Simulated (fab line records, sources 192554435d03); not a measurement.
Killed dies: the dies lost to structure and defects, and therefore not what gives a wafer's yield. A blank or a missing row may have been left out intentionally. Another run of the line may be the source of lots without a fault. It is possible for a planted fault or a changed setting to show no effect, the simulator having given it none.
Chamber matching :: flow n5-finfet :: N5_BEOL_M7_DESCUM_33 on rie-diel-03: 4 sister chambers
The step chemistry O2, time 7 s. 8 wafers are shown with their chamber, then 7 later ones without.

WAFERS PAIRED WITH THEIR CHAMBERS
wafer: L076.5
chamber: 1
drypump-motor-current-A (A): 5.1
throttle-valve-pct (%): 20.24

wafer: L077.4
chamber: 0
drypump-motor-current-A (A): 6.2
throttle-valve-pct (%): 20.17

wafer: L079.2
chamber: 0
drypump-motor-current-A (A): 6.3
throttle-valve-pct (%): 20.16

wafer: L080.2
chamber: 2
drypump-motor-current-A (A): 5.7
throttle-valve-pct (%): 20.17

wafer: L080.3
chamber: 3
drypump-motor-current-A (A): 5.4
throttle-valve-pct (%): 20.67

wafer: L080.6
chamber: 2
drypump-motor-current-A (A): 5.7
throttle-valve-pct (%): 20.16

wafer: L084.2
chamber: 3
drypump-motor-current-A (A): 5.4
throttle-valve-pct (%): 20.66

wafer: L084.3
chamber: 1
drypump-motor-current-A (A): 5.1
throttle-valve-pct (%): 20.25

WAFERS MISSING THEIR CHAMBER
wafer: L084.4
drypump-motor-current-A (A): 5.8
throttle-valve-pct (%): 20.19

wafer: L091.1
drypump-motor-current-A (A): 5.4
throttle-valve-pct (%): 20.68

wafer: L091.3
drypump-motor-current-A (A): 5.1
throttle-valve-pct (%): 20.26

wafer: L091.6
drypump-motor-current-A (A): 5.7
throttle-valve-pct (%): 20.18

wafer: L094.1
drypump-motor-current-A (A): 5.1
throttle-valve-pct (%): 20.29

wafer: L094.2
drypump-motor-current-A (A): 6.3
throttle-valve-pct (%): 20.20

wafer: L094.3
drypump-motor-current-A (A): 5.4
throttle-valve-pct (%): 20.68

EACH ONE'S CHAMBER
wafer: L084.4
from the rows above: 2
in truth: 2

wafer: L091.1
from the rows above: 3
in truth: 3

wafer: L091.3
from the rows above: 1
in truth: 1

wafer: L091.6
from the rows above: 2
in truth: 2

wafer: L094.1
from the rows above: 1
in truth: 1

wafer: L094.2
from the rows above: 0
in truth: 0

wafer: L094.3
from the rows above: 3
in truth: 3
Placed correctly: 7 of 7. From these rows, 0 cannot be placed. Number placed wrongly: 0.
How it was worked out, from the rows above alone: a wafer's distance from a chamber is the root of the sum, over the readings, of the square of ((its reading less the chamber's mean) divided by the reading's scatter). The wafer belongs to the nearest chamber; if the next one is less than 2 further off, it can't be placed. For every chamber, the mean is computed from those of its wafers that are shown. The scatter is the square root of a quotient: the sum, over the shown wafers, of each reading's squared deviation from its chamber's mean, divided by wafers minus chambers.
